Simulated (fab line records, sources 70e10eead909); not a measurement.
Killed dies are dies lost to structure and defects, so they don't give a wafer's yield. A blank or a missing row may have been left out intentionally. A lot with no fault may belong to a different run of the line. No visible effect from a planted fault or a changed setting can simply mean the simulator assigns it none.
Struck lot and sound lot, side by side -- flow nand harc -- 13 steps out of a route of 1302
Sound: these wafers, L780.1, L780.2, L780.3. Struck: wafer L784.4 (left out: L784.2, L784.6 of the same lot, which were not struck); the cause appears at the end.
Order at every step that has rows: each side's tool, ch and its chambers, its first start. Under that, the readings that differ: sound wafers -- struck wafers -- difference of the means -- sigmas: that difference in standard deviations of wafers without a fault.
alike: readings whose means differ by less than 2 such deviations, and words and numbers that are the same on both sides. not compared: withheld readings, readings that some wafer has no value for, bounds like >300 that may hide the same value, and numbers for which the record gives no deviation and whose values overlap.
Wherever a step has rows on one side only, a row that says differs or no value, or a row with sigmas, the two part there. Numbers that don't overlap but have no deviation are shown without sigmas and don't part them. A reading that every wafer of one side lacks parts them only if that side has two wafers or more.

first, 1 step without rows for these wafers: NHARC_A_CHANNEL_FILL_D2_ALD_15 (deposits SiNx, target thk 2 nm, pulse time 60 s, ald cycles 19).
NHARC_A_CHANNEL_FILL_D2_ALD_16: deposits SiO2, target thk 1.5 nm, pulse time 10 s, ald cycles 15.
  sound on ald hk-01 ch 0,1,2, day 16 02:19; struck on ald hk-04 ch 3, day 17 21:16
  alike: heater power w, precursor pulse height rel
  not compared: ald cycles
then, 2 steps without rows for these wafers: NHARC_A_CHANNEL_FILL_D2_ANNEAL_17 (time 1800 s); NHARC_A_CHANNEL_FILL_D2_CVD_18 (deposits poly-Si, target thk 3 nm).
NHARC_A_CHANNEL_FILL_D2_ETCHBACK_19: etches the open film in HBr/Cl2, target depth 5 nm, time 1.7 s.
  sound on rie si-04 ch 0,1,2, day 16 13:31; struck on rie si-03 ch 3, day 18 09:06
reading,sound,struck,difference,sigmas
rf hours counter h (h),0.19 0.19 0.25,0.08,-0.13,
throttle valve pct (%),26.419 26.399 26.416,26.388,-0.023,-3
  alike: drypump motor current A, he backside leak sccm, oes product au
NHARC_A_CHANNEL_FILL_D2_ETCHBACK_20: etches the open film in C4F8/O2/Ar, target depth 27 nm, time 13.5 s.
  sound on rie diel-13 ch 0,2,3, day 16 13:39; struck on rie diel-04 ch 2, day 18 09:14
reading,sound,struck,difference,sigmas
oes product au (a.u.),1.009 1.004 1.002,0.915,-0.090,-3
  alike: rf vpp V
  not compared: rf hours counter h
NHARC_A_CHANNEL_FILL_D2_STRIP_28: strips in O2, time 20 s.
  sound on rie diel-13 ch 0,1,2, day 16 13:44; struck on rie diel-04 ch 1, day 18 09:19
  alike: drypump motor current A, mfc ar sccm, oes product au, rf vpp V, showerhead plenum p Torr, throttle valve pct
  not compared: rf hours counter h
then, 4 steps without rows for these wafers: NHARC_A_CHANNEL_FILL_D2_PRECLEAN_21 (cleans in dHF, time 30 s); NHARC_A_CHANNEL_FILL_D2_SRD_23; NHARC_A_CHANNEL_FILL_D2_CVD_05 (deposits poly-Si, target thk 5 nm); NHARC_A_CHANNEL_FILL_D2_ANNEAL_22 (time 7200 s).
NHARC_A_CHANNEL_FILL_D2_ALD_25: deposits SiOx, target thk 60 nm, pulse time 10 s, ald cycles 600.
  sound on ald hk-02 ch 0,2,3, day 17 01:08; struck on ald hk-04 ch 1, day 18 23:03
reading,sound,struck,difference,sigmas
ald cycles,600 600 600,426,-174,
  alike: heater power w, precursor pulse height rel
NHARC_A_CHANNEL_FILL_D2_ETCHBACK_08: etches the open film in C4F8, target depth 220 nm, time 110 s.
  sound: rie diel-04 ch 1,2,3; struck: rie diel-04 ch 1
reading,sound,struck,difference,sigmas
oes product au (a.u.),1.00 1.01 1.00,0.93,-0.07,-2
rf hours counter h (h),0 0 0,1,+1,
  alike: rf vpp V

WHERE THEY PART
First at NHARC_A_CHANNEL_FILL_D2_ETCHBACK_19; last, within this record, at NHARC_A_CHANNEL_FILL_D2_ETCHBACK_08.

WHY: what the simulator had put in
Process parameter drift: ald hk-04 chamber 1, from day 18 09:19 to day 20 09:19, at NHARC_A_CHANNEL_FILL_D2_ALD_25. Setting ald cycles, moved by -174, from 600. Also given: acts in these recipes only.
